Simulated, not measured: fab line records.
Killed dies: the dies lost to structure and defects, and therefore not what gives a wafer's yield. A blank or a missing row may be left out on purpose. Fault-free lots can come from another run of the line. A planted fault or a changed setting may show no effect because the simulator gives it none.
Matching of chambers	flow nandHarc	NHARC_P_CONTACT_CMP_01 on cmp-04: 4 sister chambers
The step polishes SiO2, target thk 200 nm. 22 wafers are shown with their chamber, then 11 later ones without.

WAFERS WITH THEIR CHAMBER
wafer	chamber	motorCurrentA (A)
L076.2	2	12.6
L076.5	0	12.1
L076.6	1	12.6
L077.2	3	13.8
L077.3	2	12.5
L077.6	0	11.8
L079.1	2	12.3
L079.2	1	11.8
L079.6	3	14.3
L082.3	3	13.9
L082.5	2	12.6
L082.6	3	13.6
L084.1	3	14.4
L084.3	2	12.3
L084.5	2	12.9
L086.1	0	11.0
L086.2	2	12.3
L086.6	0	12.2
L089.2	1	12.0
L089.3	0	11.0
L089.4	3	14.2
L091.2	1	11.8

SIGNATURES (averages over the wafers above)
reading	chamber 0	chamber 1	chamber 2	chamber 3	scatter within a chamber
motorCurrentA	11.620	12.050	12.500	14.033	0.379
Rule: a wafer lies at a distance from a chamber equal to the root of the sum of squares, over the readings, of (its reading less the chamber's mean, divided by the reading's scatter). The wafer belongs to the nearest chamber; if the next one is less than 2 further off, it can't be placed. How the scatter is found: for the shown wafers, subtract from each reading the mean of its chamber, square and add these, divide the total by (wafers less chambers), then take the root.

WAFERS MISSING THEIR CHAMBER
wafer	motorCurrentA (A)
L091.4	12.0
L091.5	11.4
L092.4	10.8
L092.5	12.1
L092.6	14.0
L093.2	11.8
L093.4	12.3
L093.6	11.1
L097.1	12.9
L097.2	12.3
L097.3	11.5

WHICH CHAMBER EACH ONE RAN IN
wafer	from the rows above	in truth
L091.4	can't be placed: 1 or 0 or 2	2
L091.5	can't be placed: 0 or 1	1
L092.4	can't be placed: 0 or 1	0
L092.5	can't be placed: 1 or 2 or 0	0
L092.6	3	3
L093.2	can't be placed: 0 or 1 or 2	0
L093.4	can't be placed: 2 or 1 or 0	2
L093.6	can't be placed: 0 or 1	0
L097.1	can't be placed: 2 or 1 or 3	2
L097.2	can't be placed: 2 or 1 or 0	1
L097.3	can't be placed: 0 or 1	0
Correctly placed: 1 of 11. Can't be placed from these rows: 10 (the true chamber is among the candidates in 10). Placed wrongly: 0.
